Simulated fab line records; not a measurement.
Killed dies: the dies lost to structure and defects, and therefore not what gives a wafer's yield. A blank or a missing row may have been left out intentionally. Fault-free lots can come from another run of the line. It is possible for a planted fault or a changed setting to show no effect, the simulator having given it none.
Which tool was responsible?    flow n5-finfet    12 lots with 36 wafers sampled at 2 steps, on a route of 1938 steps

== WHAT THE GAUGES SHOWED, per wafer ==
N5_PMOS_HMC_CHANNEL_EPI_CD_MEAS_09: target cd 237.4 nm.
lot   measured     on         cd-nm (nm)
L075  day 1 23:02  cd-sem-01  235.7 235.0 236.7
L077  day 2 11:16  cd-sem-03  237.4 237.7 238.0
L079  day 3 00:45  cd-sem-02  236.4 236.3 237.3
L081  day 3 13:43  cd-sem-03  238.1 237.1 236.8
L083  day 3 23:11  cd-sem-03  237.3 237.1 236.6
L085  day 4 11:22  cd-sem-02  237.1 237.3 237.3
L087  day 4 23:14  cd-sem-01  237.6 237.6 237.0
L089  day 5 14:10  cd-sem-01  236.9 236.9 236.4
L091  day 5 23:52  cd-sem-03  238.1 236.6 237.5
L093  day 6 11:25  cd-sem-02  237.1 237.5 237.7
L095  day 6 23:20  cd-sem-02  237.2 238.2 238.6
L097  day 7 11:39  cd-sem-02  238.2 237.3 239.2

== WHAT TOOL EACH LOT RAN ON (gives the tool, then ch and the chambers of the sampled wafers, and finally the start) ==
lot   N5_WELL_APT_RTA_34
L075  rtp-anneal-02 ch 0, day 1 21:44
L077  rtp-anneal-02 ch 0, day 2 09:58
L079  rtp-anneal-02 ch 0, day 2 23:27
L081  rtp-anneal-01 ch 0, day 3 12:25
L083  rtp-anneal-01 ch 0, day 3 21:52
L085  rtp-anneal-01 ch 0, day 4 09:57
L087  rtp-anneal-01 ch 0, day 4 22:04
L089  rtp-anneal-01 ch 0, day 5 12:50
L091  rtp-anneal-02 ch 0, day 5 22:33
L093  rtp-anneal-01 ch 0, day 6 10:15
L095  rtp-anneal-01 ch 0, day 6 22:02
L097  rtp-anneal-02 ch 0, day 7 10:21
- N5_WELL_APT_RTA_34: time 10 s.

== THE ANSWER, worked out from the rows above alone ==
Rule: usual is defined by the lots themselves. Put in order of their means at a reading, lots are off if they are a third of the lots or fewer, leave a main group of 4 or more, and stand apart from it by a gap of 3 or more times the standard deviation of the main group's means; of several such gaps the widest counts. Not used: any main group whose means are identical at the precision the tables above print for the reading. Also off: a lot with no number at a reading for which 4 or more lots have one. Where the step has rows for the other lots, those lots are counted as sound.
Across all readings shown, no lot is off: no conclusion can be drawn from this.

== WHAT THE SIMULATOR HAD INSERTED ==
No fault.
